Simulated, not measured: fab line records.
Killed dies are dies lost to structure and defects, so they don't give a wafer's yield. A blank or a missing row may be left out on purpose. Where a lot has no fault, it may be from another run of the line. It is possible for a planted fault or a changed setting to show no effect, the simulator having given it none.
Chamber matching | flow n5-finfet | N5_MOL_CONTACT_COAG_ETCH_124 on rie-diel-05: 4 sister chambers
The step etches SiNx in CH3F/O2, stops on SiOC, target depth 6.5 nm. 27 wafers are shown with their chamber, then 12 later ones without.

WAFERS, EACH WITH ITS CHAMBER
wafer  | chamber | showerhead-plenum-p-Torr (Torr) | rf-vpp-V (V) | throttle-valve-pct (%)
L077.2 | 0       | 1.96                            | 294          | 16.35
L077.4 | 2       | 1.92                            | 283          | 16.40
L077.6 | 2       | 1.92                            | 282          | 16.41
L079.1 | 3       | 1.99                            | 295          | 16.48
L079.2 | 0       | 1.96                            | 293          | 16.35
L079.3 | 1       | 2.04                            | 306          | 16.07
L079.4 | 2       | 1.92                            | 283          | 16.41
L079.5 | 3       | 1.99                            | 297          | 16.49
L079.6 | 2       | 1.92                            | 284          | 16.42
L080.2 | 2       | 1.92                            | 282          | 16.40
L080.3 | 3       | 1.99                            | 295          | 16.50
L080.6 | 0       | 1.96                            | 295          | 16.35
L082.2 | 1       | 2.03                            | 306          | 16.08
L082.4 | 2       | 1.92                            | 284          | 16.43
L082.5 | 1       | 2.03                            | 307          | 16.09
L083.1 | 2       | 1.92                            | 282          | 16.44
L083.3 | 1       | 2.03                            | 307          | 16.10
L083.4 | 3       | 1.98                            | 296          | 16.51
L084.1 | 2       | 1.92                            | 283          | 16.45
L084.2 | 0       | 1.96                            | 293          | 16.38
L084.4 | 1       | 2.03                            | 307          | 16.10
L086.2 | 2       | 1.91                            | 283          | 16.46
L086.4 | 3       | 1.98                            | 294          | 16.50
L086.5 | 1       | 2.03                            | 306          | 16.11
L087.1 | 0       | 1.96                            | 296          | 16.39
L087.5 | 0       | 1.96                            | 295          | 16.39
L087.6 | 1       | 2.03                            | 307          | 16.12

SIGNATURES (means of the wafers above)
reading                  | chamber 0 | chamber 1 | chamber 2 | chamber 3 | scatter within a chamber
showerhead-plenum-p-Torr | 1.9600    | 2.0314    | 1.9189    | 1.9860    | 0.00358
rf-vpp-V                 | 294.33    | 306.57    | 282.89    | 295.40    | 0.912
throttle-valve-pct       | 16.3683   | 16.0957   | 16.4244   | 16.4960   | 0.0189
Rule: a wafer lies at a distance from a chamber equal to the root of the sum of squares, over the readings, of (its reading less the chamber's mean, divided by the reading's scatter). If the next closest chamber is less than 2 further off than the closest, the wafer can't be placed; otherwise it belongs to the closest. The scatter is the square root of a quotient: the sum, over the shown wafers, of each reading's squared deviation from its chamber's mean, divided by wafers minus chambers.

WAFERS WHOSE CHAMBER IS MISSING
wafer  | showerhead-plenum-p-Torr (Torr) | rf-vpp-V (V) | throttle-valve-pct (%)
L088.4 | 1.91                            | 283          | 16.45
L088.5 | 1.91                            | 284          | 16.46
L088.6 | 1.98                            | 297          | 16.51
L090.2 | 2.03                            | 307          | 16.11
L090.3 | 1.91                            | 284          | 16.46
L090.5 | 2.03                            | 306          | 16.12
L094.2 | 1.95                            | 295          | 16.39
L094.3 | 1.98                            | 296          | 16.53
L094.5 | 1.98                            | 296          | 16.53
L097.3 | 2.02                            | 306          | 16.15
L097.4 | 1.97                            | 296          | 16.57
L097.6 | 2.02                            | 307          | 16.17

EACH ONE'S CHAMBER
wafer  | from the rows above | in truth
L088.4 | 2                   | 2
L088.5 | 2                   | 2
L088.6 | 3                   | 3
L090.2 | 1                   | 1
L090.3 | 2                   | 2
L090.5 | 1                   | 1
L094.2 | 0                   | 0
L094.3 | 3                   | 3
L094.5 | 3                   | 3
L097.3 | 1                   | 1
L097.4 | 3                   | 3
L097.6 | 1                   | 1
12 of 12 placed correctly. From these rows, 0 cannot be placed. 0 placed wrongly.
